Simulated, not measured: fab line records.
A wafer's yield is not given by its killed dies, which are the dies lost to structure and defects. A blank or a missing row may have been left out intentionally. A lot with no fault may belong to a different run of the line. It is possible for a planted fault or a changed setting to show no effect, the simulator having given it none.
Matching of chambers + flow nand harc + cmp-04 running NHARC_P_BONDPAD_CMP_19: 4 sister chambers
The step polishes, t overpolish 30 s, cu recess touch 16 s, target thk 160.81 nm. 39 wafers are shown with their chamber, then 12 later ones without.

## WAFERS, EACH WITH ITS CHAMBER
| wafer  | chamber | motor current A (A) | overpolish run s (s) |
|--------|---------|---------------------|----------------------|
| L074.1 | 0       | 11.5                | 29.995               |
| L074.2 | 3       | 14.0                | 30.003               |
| L074.6 | 2       | 13.2                | 29.991               |
| L076.1 | 0       | 11.1                | 30.002               |
| L076.5 | 1       | 12.8                | 29.998               |
| L076.6 | 0       | 10.8                | 29.980               |
| L076.2 | 1       | 12.3                | 29.993               |
| L076.3 | 3       | 14.3                | 30.000               |
| L076.4 | 2       | 12.6                | 29.996               |
| L077.1 | 0       | 11.7                | 30.011               |
| L077.5 | 0       | 11.0                | 30.007               |
| L077.6 | 3       | 14.7                | 29.996               |
| L078.4 | 0       | 10.7                | 30.000               |
| L078.5 | 2       | 12.2                | 29.996               |
| L078.6 | 3       | 14.6                | 29.997               |
| L082.1 | 2       | 12.3                | 30.014               |
| L082.2 | 3       | 13.6                | 30.001               |
| L082.4 | 0       | 11.3                | 30.004               |
| L084.1 | 3       | 14.2                | 30.014               |
| L084.4 | 0       | 11.1                | 30.001               |
| L084.6 | 0       | 10.8                | 30.009               |
| L084.2 | 2       | 13.1                | 30.000               |
| L084.3 | 1       | 12.4                | 30.004               |
| L084.5 | 1       | 13.2                | 29.982               |
| L086.1 | 3       | 14.5                | 30.007               |
| L086.2 | 0       | 11.5                | 30.001               |
| L086.3 | 1       | 13.6                | 30.009               |
| L086.4 | 2       | 13.2                | 29.981               |
| L086.5 | 1       | 12.5                | 29.992               |
| L086.6 | 2       | 12.4                | 29.999               |
| L089.3 | 0       | 11.2                | 29.989               |
| L089.5 | 0       | 11.1                | 30.006               |
| L089.6 | 3       | 14.5                | 29.997               |
| L088.1 | 0       | 11.2                | 29.991               |
| L088.3 | 3       | 14.7                | 29.998               |
| L088.4 | 1       | 13.1                | 29.988               |
| L093.2 | 2       | 13.1                | 30.015               |
| L093.3 | 3       | 14.7                | 29.997               |
| L093.4 | 1       | 13.1                | 29.999               |

SIGNATURES (averages over the wafers above)
| reading          | chamber 0 | chamber 1 | chamber 2 | chamber 3 | scatter within a chamber |
|------------------|-----------|-----------|-----------|-----------|--------------------------|
| motor current A  | 11.154    | 12.875    | 12.762    | 14.380    | 0.377                    |
| overpolish run s | 29.99969  | 29.99563  | 29.99900  | 30.00100  | 0.00869                  |
Rule: distance of a wafer from a chamber = root of the sum over the readings of ((wafer's reading minus chamber's mean) / reading's scatter) squared. The wafer belongs to the nearest chamber; if the next one is less than 2 further off, it can't be placed. How the scatter is found: for the shown wafers, subtract from each reading the mean of its chamber, square and add these, divide the total by (wafers less chambers), then take the root.

## WAFERS WITHOUT THEIR CHAMBER
| wafer  | motor current A (A) | overpolish run s (s) |
|--------|---------------------|----------------------|
| L093.1 | 11.1                | 30.004               |
| L093.5 | 12.5                | 29.993               |
| L093.6 | 12.5                | 30.002               |
| L094.1 | 12.1                | 29.988               |
| L094.4 | 13.7                | 29.997               |
| L094.6 | 13.2                | 29.994               |
| L096.2 | 12.5                | 30.011               |
| L096.4 | 14.1                | 29.994               |
| L096.5 | 12.7                | 29.999               |
| L096.1 | 11.1                | 29.985               |
| L096.3 | 13.1                | 30.007               |
| L096.6 | 12.9                | 29.995               |

## CHAMBER TAKEN BY EACH
| wafer  | from the rows above          | in truth |
|--------|------------------------------|----------|
| L093.1 | 0                            | 0        |
| L093.5 | can't be placed: 2 or 1      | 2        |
| L093.6 | can't be placed: 2 or 1      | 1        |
| L094.1 | can't be placed: 2 or 1 or 0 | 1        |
| L094.4 | can't be placed: 3 or 1 or 2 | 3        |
| L094.6 | can't be placed: 1 or 2      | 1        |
| L096.2 | can't be placed: 2 or 1      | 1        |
| L096.4 | 3                            | 3        |
| L096.5 | can't be placed: 2 or 1      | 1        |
| L096.1 | 0                            | 0        |
| L096.3 | can't be placed: 2 or 1      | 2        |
| L096.6 | can't be placed: 1 or 2      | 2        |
Correctly placed: 3 of 12. Cannot be placed on the basis of these rows: 9; the candidates contain the true chamber in 9. Wrongly placed: 0.
